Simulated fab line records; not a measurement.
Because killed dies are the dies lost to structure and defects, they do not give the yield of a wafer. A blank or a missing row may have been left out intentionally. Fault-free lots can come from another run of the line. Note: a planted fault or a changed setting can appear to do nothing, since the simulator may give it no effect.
Split-lot experiment ; flow n5-finfet ; 39 wafers read from 7 lots, route of 1938 steps

## SPLIT DETAILS
At N5_BEOL_M13_SPUTTER_44 (material Ta, target thk 10 nm, time 16.13 s), the setting time-s was moved away from the recipe's 16.13 s on 6 of the 39 wafers read, by -54.3% to +35.7%. The other wafers ran this setting at the recipe's value.

## FROM THE SPLIT TO THE READING: what the file shows between them, 3 steps
- N5_BEOL_M13_SPUTTER_45: material Cu, target thk 80 nm, time 13.33 s
- N5_BEOL_M13_ECD_47: material Cu, target thk 936 nm
- N5_BEOL_M13_ANNEAL_48: time 90 s

## THE READING
barrier-field-endpoint-s, in s, at N5_BEOL_M13_CMP_49 (polishes, stops on SiOC, t overpolish 17.1 s, target thk 420 nm). A value of 30.5 s with a standard deviation of 0.79 s is what fault-free wafers of this fab line usually give.

wafer;tool, chamber at the split;time-s as run, s;against the recipe;barrier-field-endpoint-s, s;against lot-mates on the recipe
L077.3;pvd-sputter-01, -;16.13;recipe;30.4;-
L077.4;pvd-sputter-01, -;21.89;+35.7%;36.6;+5.5
L077.1;pvd-sputter-01, -;16.13;recipe;31.1;-
L077.2;pvd-sputter-01, -;21.89;+35.7%;34.4;+3.3
L077.5;pvd-sputter-01, -;21.89;+35.7%;34.1;+3.0
L077.6;pvd-sputter-01, -;16.13;recipe;31.8;-
L079.3;pvd-sputter-03, -;16.13;recipe;29.5;-
L079.4;pvd-sputter-03, -;16.13;recipe;29.2;-
L079.1;pvd-sputter-03, -;16.13;recipe;30.9;-
L079.2;pvd-sputter-03, -;16.13;recipe;29.3;-
L079.5;pvd-sputter-03, -;16.13;recipe;30.3;-
L079.6;pvd-sputter-03, -;16.13;recipe;29.7;-
L081.1;pvd-sputter-02, -;16.13;recipe;30.4;-
L081.4;pvd-sputter-02, -;16.13;recipe;30.8;-
L081.3;pvd-sputter-02, -;16.13;recipe;32.6;-
L081.2;pvd-sputter-02, -;7.374;-54.3%;24.0;-7.3
L081.6;pvd-sputter-02, -;7.374;-54.3%;22.9;-8.4
L081.5;pvd-sputter-02, -;7.374;-54.3%;24.3;-7.0
L083.2;pvd-sputter-02, -;16.13;recipe;30.3;-
L083.4;pvd-sputter-02, -;16.13;recipe;31.3;-
L083.6;pvd-sputter-02, -;16.13;recipe;30.3;-
L086.3;pvd-sputter-03, -;16.13;recipe;32.2;-
L086.2;pvd-sputter-03, -;16.13;recipe;30.9;-
L086.1;pvd-sputter-03, -;16.13;recipe;30.7;-
L086.4;pvd-sputter-03, -;16.13;recipe;30.1;-
L086.6;pvd-sputter-03, -;16.13;recipe;30.8;-
L086.5;pvd-sputter-03, -;16.13;recipe;30.1;-
L089.4;pvd-sputter-01, -;16.13;recipe;31.3;-
L089.3;pvd-sputter-01, -;16.13;recipe;30.2;-
L089.2;pvd-sputter-01, -;16.13;recipe;30.1;-
L089.1;pvd-sputter-01, -;16.13;recipe;29.9;-
L089.6;pvd-sputter-01, -;16.13;recipe;30.6;-
L089.5;pvd-sputter-01, -;16.13;recipe;30.1;-
L096.3;pvd-sputter-01, -;16.13;recipe;31.8;-
L096.1;pvd-sputter-01, -;16.13;recipe;30.8;-
L096.2;pvd-sputter-01, -;16.13;recipe;29.6;-
L096.4;pvd-sputter-01, -;16.13;recipe;30.2;-
L096.5;pvd-sputter-01, -;16.13;recipe;32.0;-
L096.6;pvd-sputter-01, -;16.13;recipe;31.4;-

THE FIT
A straight line over all 39 wafers: barrier-field-endpoint-s changes by +0.126 s for each +1% of time-s; r = +0.94; the points scatter about the line by 0.86 s.
The same after taking each lot's own level away (the mean of its wafers on the recipe; 39 wafers): +0.13 s for each +1%; r = +0.95; scatter 0.77 s.
Per that fit: largest time-s move, reading shift of 7 s.
The lots' own levels span 29.82 to 31.27 s, that is 1.8 times the standard deviation above.
Hence the lot-to-lot level has little effect on the slope; both slopes agree.
Check: for one of the wafers moved furthest among these (-54.3%), held out of the fit, the line's prediction against its lot-mates is -7.09 s. It came out at -7.27 s against them.

## THE WHOLE CHAIN: every reading that the file lists as answering this split, in the file's order
step;what it does;reading;change (the file's fit);r (the file's)
N5_BEOL_M13_SPUTTER_44;material Ta, target thk 10 nm, time 16.13 s;Ta_of_BEOL_M13_SPUTTER_44.thk-nm (the simulator's own value, which no gauge read);+0.101 nm for each +1% of the setting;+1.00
N5_BEOL_M13_CMP_49;polishes, stops on SiOC, t overpolish 17.1 s, target thk 420 nm;barrier-field-endpoint-s;+0.13 s for each +1% of the setting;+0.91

## THE FILE'S OWN FIT
barrier-field-endpoint-s changes by +0.13 s for each +1% of time-s, r = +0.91.
